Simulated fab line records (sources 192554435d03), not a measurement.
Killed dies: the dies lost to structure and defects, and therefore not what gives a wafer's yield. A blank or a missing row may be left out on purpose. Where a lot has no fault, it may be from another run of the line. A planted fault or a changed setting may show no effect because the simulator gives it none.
Comparing a struck lot with a sound one	flow n5-finfet	23 out of 1938 route steps
Sound: these wafers, L162.1, L162.4, L162.5. Wafers L151.2, L151.4, L151.5 were the ones struck. The cause comes at the end.
Order at every step that has rows: each side's tool, ch and its chambers, its first start. Under that, the readings that differ: sound wafers	struck wafers	difference of the means	sigmas: that difference in standard deviations of wafers without a fault.
alike: readings whose means differ by less than 2 such deviations, and words and numbers that are the same on both sides. not compared: withheld readings, readings that some wafer has no value for, bounds like >300 that may hide the same value, and numbers for which the record gives no deviation and whose values overlap.
Wherever a step has rows on one side only, a row that says differs or no value, or a row with sigmas, the two part there. Numbers that don't overlap but have no deviation are shown without sigmas and don't part them. A reading missing from all wafers of one side parts the sides only when that side holds two or more wafers.

first, 8 steps without rows for these wafers: N5_BEOL_M10_DEVELOP_10 (develop time 30 s); N5_BEOL_M10_DESCUM_16 (chemistry O2, time 7.9 s); N5_BEOL_M10_ETCH_61 (etches SiARC in CF4, target depth 39 nm, time 65 s); N5_BEOL_M10_ETCH_62 (etches SOC in N2/H2, target depth 110 nm, overetch 22 nm, time 165 s); N5_BEOL_M10_STRIP_68 (strips in N2/H2); N5_BEOL_M10_STRIP_67 (strips in CF4); N5_BEOL_M10_HM_OPEN_17 (chemistry Cl2/BCl3, target TiN, target depth 20 nm, overetch 6 nm); N5_BEOL_M10_STRIP_19 (strips in O2).
N5_BEOL_M10_COAT_63: time 60 s, resist thk 100 nm.
  sound on litho-track-01 ch 0, day 16 10:52; struck on litho-track-01 ch 0, day 13 14:00
reading	sound	struck	difference	sigmas
spin-speed-rpm (rpm)	1501.0 1499.5 1498.4	1212.6 1211.2 1211.8	-287.8	-99 or more
model.SOC_of_BEOL_M10_COAT_63.thk-nm (nm)	99.8 99.6 99.6	111.6 111.2 111.4	+11.7	
then, 9 steps without rows for these wafers: N5_BEOL_M10_COAT_64 (time 60 s, resist thk 30 nm); N5_BEOL_M10_COAT_22 (resist thk 90 nm); N5_BEOL_M10_EBR_24; N5_BEOL_M10_SOFTBAKE_23 (time 60 s); N5_BEOL_M10_EXPOSE_25 (exposes mask V9); N5_BEOL_M10_PEB_26 (peb time 60 s); N5_BEOL_M10_DEVELOP_27 (develop time 30 s); N5_BEOL_M10_DESCUM_33 (chemistry O2, time 7.9 s); N5_BEOL_M10_ETCH_65 (etches SiARC in CF4, target depth 39 nm, time 65 s).
N5_BEOL_M10_ETCH_66: etches SOC in N2/H2, target depth 120 nm, overetch 24 nm, time 180 s.
  sound on rie-diel-02 ch 1,2, day 16 11:17; struck on rie-diel-06 ch 1,2, day 13 14:42
reading	sound	struck	difference	sigmas
model.etch.depth-nm (nm)	99.78 99.66 99.58	111.6 111.3 111.5	+11.8	
  alike: bias-w, drypump-motor-current-A, oes-product-au, rf-vpp-V, showerhead-plenum-p-Torr, temp-c, throttle-valve-pct
  not compared: rf-hours-counter-h
then, 1 step without rows for these wafers: N5_BEOL_M10_STRIP_69 (strips in N2/H2).
N5_BEOL_M10_VIA_ETCH_34: etches SiCOH lowk in C4F6/O2, target depth 184.5 nm, time 69.2 s.
  sound on rie-diel-02 ch 1,2, day 16 11:24; struck on rie-diel-06 ch 1,2, day 13 14:50
reading	sound	struck	difference	sigmas
model.SOC_of_BEOL_M10_COAT_63.thk-nm (nm)	92 91.8 91.6	103.4 103.6 103.8	+11.8	
  alike: bias-w, drypump-motor-current-A, oes_f_703_au, oes-product-au, rf-vpp-V, showerhead-plenum-p-Torr, throttle-valve-pct
  not compared: rf-hours-counter-h
then, 1 step without rows for these wafers: N5_BEOL_M10_STRIP_73 (strips in C4F6/O2).
-- a jump in the record: the struck wafers' starts before and after are 2 days apart (it breaks off in module BEOL_M10 and resumes in module PASSIVATION, where the first step shown is number 1936 of the route) --
N5_PASSIVATION_PROBE_49:
  the record has rows for the struck wafers here (prober-02, day 15 17:40) and none for the sound ones

WHERE THEY PART
At N5_BEOL_M10_COAT_63 first; at N5_PASSIVATION_PROBE_49 last (within this record only).

WHY: what the simulator had put in
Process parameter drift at N5_BEOL_M10_COAT_63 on litho-track-01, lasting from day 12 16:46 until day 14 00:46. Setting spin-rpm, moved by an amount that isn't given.
